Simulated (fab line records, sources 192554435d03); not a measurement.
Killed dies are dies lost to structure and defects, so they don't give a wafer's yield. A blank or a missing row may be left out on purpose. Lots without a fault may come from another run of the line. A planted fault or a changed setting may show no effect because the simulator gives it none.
Problem report in the 8D (eight disciplines) form, filled by code | flow n5_finfet | the parts of the form that need people (team, actions taken, sign-off) are left out

1. THE PROBLEM
killed_at_M4_up at N5_PASSIVATION_PROBE_49 reads a mean of 1109 on 6 wafers of 2 lots; wafers without a fault read 13 with a standard deviation of 5.1. That is +99 or more standard deviations from the usual mean.
First seen on wafer L177.2, day 15 04:28, on prober-01. The record holds 6 wafers of 2 lots with a number at this step. Rule for "out", or "out of limits": more than 4 standard deviations from the usual mean. The other wafers with a number count as sound.

2. WHAT IT IS AND WHAT IT IS NOT
question                    | is                                                                                                                  | is not
which readings at this step | killed_at_M4_up, defect_limited_yield, killed_dies, killed_on_rim, sort_bin_5_function, sort_n_pass, sort_yield_pct | killed_at_M0_to_M3, killed_at_contacts, killed_at_front_end, killed_at_other, killed_open, killed_short, sort_bin_6_memory, sort_bin_8_speed
which lots                  | L177, L179                                                                                                          | -
which wafers of those lots  | all that have a number                                                                                              | -
read on which tools         | prober-01                                                                                                           | -
when                        | from day 15 04:28                                                                                                   | up to then (0 sound wafers)

3. SUSPECTS, AND WHAT RULES EACH OUT
Counting: a tool at a process step up to the reading stays a suspect if it ran every lot that is out and no sound lot after the first of them.
- rie_diel-03 at N5_BEOL_M4_DESCUM_16 (chemistry O2, time 7 s): kept. It ran every lot that is out, first L177 (day 10 13:08), and no sound lot after that.
- rie_diel-02 at N5_BEOL_M4_ETCHBACK_99 (etches SiO2 in CHF3, target depth 5 nm, time 10.4 s): kept. It ran every lot that is out, first L177 (day 10 19:32), and no sound lot after that.
- rie_diel-02 at N5_BEOL_M4_ETCH_70 (etches SOC in N2/H2, target depth 80 nm, overetch 24 nm, time 130 s): kept. It ran every lot that is out, first L177 (day 10 19:34), and no sound lot after that.
- rie_diel-02 at N5_BEOL_M4_STRIP_36 (strips in N2/H2): kept. It ran every lot that is out, first L177 (day 10 19:44), and no sound lot after that.
- prober-01 at N5_PASSIVATION_PROBE_49: kept. It ran every lot that is out, first L177 (day 15 04:28), and no sound lot after that. Its own readings are out on those wafers: defect_limited_yield, killed_at_M4_up, killed_dies, killed_on_rim, sort_bin_5_function, sort_n_pass, sort_yield_pct.
Left after counting: rie_diel-03 at N5_BEOL_M4_DESCUM_16, rie_diel-02 at N5_BEOL_M4_ETCHBACK_99, rie_diel-02 at N5_BEOL_M4_ETCH_70, rie_diel-02 at N5_BEOL_M4_STRIP_36, prober-01 at N5_PASSIVATION_PROBE_49.

4. THE CAUSE (what the simulator had put in)
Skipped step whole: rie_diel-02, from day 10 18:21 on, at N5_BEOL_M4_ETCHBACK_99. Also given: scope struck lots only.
Counting left 5 suspects, and this tool is among them.

5. THE CHAIN OF EFFECTS, in route order
Each row: a reading whose mean over the struck wafers that have a number lies more than 3 standard deviations from the usual. Only readings for which the record gives a usual standard deviation are gone through. hours: the time from each lot's start at the first step in this table that gives one to its start at this step, as a median over the lots. sigmas: the change in usual standard deviations.
hours | step                    | reading              | usual  | on struck wafers | change | sigmas
0     | N5_PASSIVATION_PROBE_49 | defect_limited_yield | 91.7 % | 0.0              | -91.7  | -54
0     | N5_PASSIVATION_PROBE_49 | killed_at_M4_up      | 13     | 1109             | +1096  | +99 or more
0     | N5_PASSIVATION_PROBE_49 | killed_dies          | 98     | 1180             | +1082  | +54
0     | N5_PASSIVATION_PROBE_49 | killed_on_rim        | 13     | 152              | +139   | +31
0     | N5_PASSIVATION_PROBE_49 | sort_bin_5_function  | 4.8 %  | 97.1             | +92.3  | +84
0     | N5_PASSIVATION_PROBE_49 | sort_n_pass          | 1082   | 0                | -1082  | -54
0     | N5_PASSIVATION_PROBE_49 | sort_yield_pct       | 91.7 % | 0.0              | -91.7  | -54
The process steps in it:
- N5_PASSIVATION_PROBE_49
Readings that are blank on the struck wafers while sound wafers have them: CHF3_flow_sccm at N5_BEOL_M4_ETCHBACK_99; bias_w at N5_BEOL_M4_ETCHBACK_99; chamber_pressure_mTorr at N5_BEOL_M4_ETCHBACK_99; drypump_motor_current_A at N5_BEOL_M4_ETCHBACK_99; oes_ar_750_au at N5_BEOL_M4_ETCHBACK_99; oes_f_703_au at N5_BEOL_M4_ETCHBACK_99; oes_product_au at N5_BEOL_M4_ETCHBACK_99; rf_vpp_V at N5_BEOL_M4_ETCHBACK_99; and 2 more.

6. WHAT WOULD HAVE CAUGHT IT SOONER
In this record the first reading out of limits was taken at day 15 04:28, 106 hours after the fault began at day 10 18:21.
At N5_BEOL_M4_ETCHBACK_99 the tool's readings are blank on the struck wafers, where sound wafers have them: an empty tool record is the first sign, and it was there at once.
All the lots that are out (2) had begun N5_BEOL_M4_ETCHBACK_99 on rie_diel-02 by day 15 04:28. A hold on the tool at that time would have spared none of them.
